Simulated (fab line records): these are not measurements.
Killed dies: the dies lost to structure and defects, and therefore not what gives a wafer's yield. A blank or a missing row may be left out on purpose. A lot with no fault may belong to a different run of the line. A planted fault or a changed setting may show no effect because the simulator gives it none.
2 desks looking at one fault + flow n5Finfet + what lay behind the numbers comes last; until then each desk has only its own

THE TOOL OWNER'S DESK: rieDiel-02
The tool's own readings at N5_BEOL_M11_TRENCH_ETCH_37 (etches SiCOH lowk in C4F6/O2, target depth 148.83 nm, time 48 s): means of the sampled wafers that have a number, for each lot that ran on this tool. A lot is out of limits, marked OUT, if its mean lies more than 4 standard deviations from the usual mean; the brackets give that distance. 7 of its 9 readings are shown: the first one out of limits and those lying furthest out on some lot.
Columns: A = C4F6_flow_sccm at N5_BEOL_M11_TRENCH_ETCH_37, usual 9.997 sccm; B = oes_ar_750_au at N5_BEOL_M11_TRENCH_ETCH_37, usual 0.78 a.u.; C = oes_o_777_au at N5_BEOL_M11_TRENCH_ETCH_37, usual 0.78 a.u.; D = oesProductAu at N5_BEOL_M11_TRENCH_ETCH_37, usual 0.78 a.u.; E = rfFwdPowerW at N5_BEOL_M11_TRENCH_ETCH_37, usual 341.5 W; F = rfVppV at N5_BEOL_M11_TRENCH_ETCH_37, usual 669 V; G = showerheadPlenumPTorr at N5_BEOL_M11_TRENCH_ETCH_37, usual 2.90 Torr
| lot  | first seen here | A      | B    | C    | D    | E               | F             | G    |
|------|-----------------|--------|------|------|------|-----------------|---------------|------|
| L715 | day 10 11:59    | 9.992  | 0.87 | 0.87 | 0.87 | 341.0           | 671           | 2.99 |
| L721 | day 12 16:18    | 10.032 | 0.90 | 0.91 | 0.93 | 344.3           | 674           | 3.01 |
| L729 | day 14 04:56    | 9.995  | 0.77 | 0.68 | 0.84 | 260.3 (-58) OUT | 777 (+11) OUT | 3.00 |
| L733 | day 15 03:39    | 10.021 | 0.69 | 0.59 | 0.76 | 258.5 (-59) OUT | 782 (+11) OUT | 3.00 |
This desk's verdict: out of limits on L729, L733, starting with L729 at day 14 04:56 (rfFwdPowerW at N5_BEOL_M11_TRENCH_ETCH_37). L715, L721: within limits.

THE METROLOGY DESK
What the gauges read for every lot (on any tool): the sampled wafers with a number, averaged. A lot is out of limits, marked OUT, if its mean lies more than 4 standard deviations from the usual mean; the brackets give that distance.
Columns: A = cdNm at N5_BEOL_M11_CD_MEAS_18, usual 70.1 nm; B = trenchDepthNm at N5_BEOL_M11_OCD_MEAS_38, usual 148.2 nm; C = M11_THK at N5_BEOL_M11_THK_MEAS_53, usual 142 nm; D = M11_RS at N5_BEOL_M11_RS_MEAS_57, usual 0.152 ohm/sq
| lot  | first seen here | A    | B                | C              | D                |
|------|-----------------|------|------------------|----------------|------------------|
| L715 | day 10 09:51    | 69.4 | 150.1            | 144            | 0.151            |
| L719 | day 11 13:15    | 70.1 | 148.0            | 145            | 0.151            |
| L720 | day 12 08:40    | 70.0 | 144.2            | 138            | 0.157            |
| L721 | day 12 15:28    | 70.5 | 153.2            | 148            | 0.146            |
| L723 | day 13 10:11    | 70.8 | 150.2            | 146            | 0.149            |
| L724 | day 13 10:41    | 69.7 | 149.3            | 141            | 0.152            |
| L729 | day 14 03:43    | 70.5 | 135.0 (-4.7) OUT | 130            | 0.168 (+4.6) OUT |
| L733 | day 15 02:28    | 70.4 | 133.2 (-5.3) OUT | 126 (-4.9) OUT | 0.173 (+5.9) OUT |
| L736 | day 16 08:26    | 70.1 | 149.8            | 143            | 0.150            |
This desk's verdict: out of limits on L729, L733, starting with L729 at day 14 05:07 (trenchDepthNm at N5_BEOL_M11_OCD_MEAS_38). L715, L719, L720, L721, L723, L724, L736: within limits.

PUT TOGETHER
On L729, L733, at day 14 04:56, an alarm was possible from the tool owner's desk.
The metrology desk could have raised an alarm at day 14 05:07, on L729, L733.
N5_BEOL_M11_TRENCH_ETCH_37 was run on rieDiel-02 by each of the lots named.

WHAT THE SIMULATOR HAD PUT IN
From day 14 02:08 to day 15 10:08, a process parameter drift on rieDiel-02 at N5_BEOL_M11_TRENCH_ETCH_37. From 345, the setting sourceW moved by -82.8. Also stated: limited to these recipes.
Shown lots that were struck: L729, L733.
Counting hours from when the fault started, the first reading out of limits came at 3 for the tool owner's desk and at 3 for the metrology desk.
